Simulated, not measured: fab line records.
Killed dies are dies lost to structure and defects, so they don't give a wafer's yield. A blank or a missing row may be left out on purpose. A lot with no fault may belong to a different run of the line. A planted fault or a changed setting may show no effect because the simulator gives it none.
Matching of chambers ; flow n5 finfet ; rie diel-06 running N5_BEOL_M11_DESCUM_33: 4 sister chambers
The step chemistry O2, time 7.9 s. 4 wafers are shown with their chamber, then 12 later ones without.

== WAFERS WITH THEIR CHAMBER ==
wafer;chamber;showerhead plenum p Torr (Torr)
L085.3;2;2.11
L087.2;3;2.01
L087.3;1;2.03
L087.4;0;2.23

== WAFERS WHOSE CHAMBER IS MISSING ==
wafer;showerhead plenum p Torr (Torr)
L091.1;2.01
L091.5;2.03
L091.6;2.10
L094.2;2.01
L094.3;2.10
L094.5;2.10
L096.1;2.01
L096.4;2.03
L096.6;2.10
L097.2;2.10
L097.5;2.03
L097.6;2.10

== EACH ONE'S CHAMBER ==
wafer;from the rows above;in truth
L091.1;3;3
L091.5;1;1
L091.6;2;2
L094.2;3;3
L094.3;2;2
L094.5;2;2
L096.1;3;3
L096.4;1;1
L096.6;2;2
L097.2;2;2
L097.5;1;1
L097.6;2;2
Correct placement for 12 of the 12. Number that these rows cannot place: 0. 0 placed wrongly.
How it was worked out, from the rows above alone: a wafer's distance from a chamber is the root of the sum, over the readings, of the square of ((its reading less the chamber's mean) divided by the reading's scatter). The wafer belongs to the nearest chamber; if the next one is less than 2 further off, it can't be placed. The mean given for a chamber averages the wafers shown for that chamber. The scatter: with one shown wafer a chamber, the root of the mean of the squares of how far each hidden wafer lies from its nearest shown one.
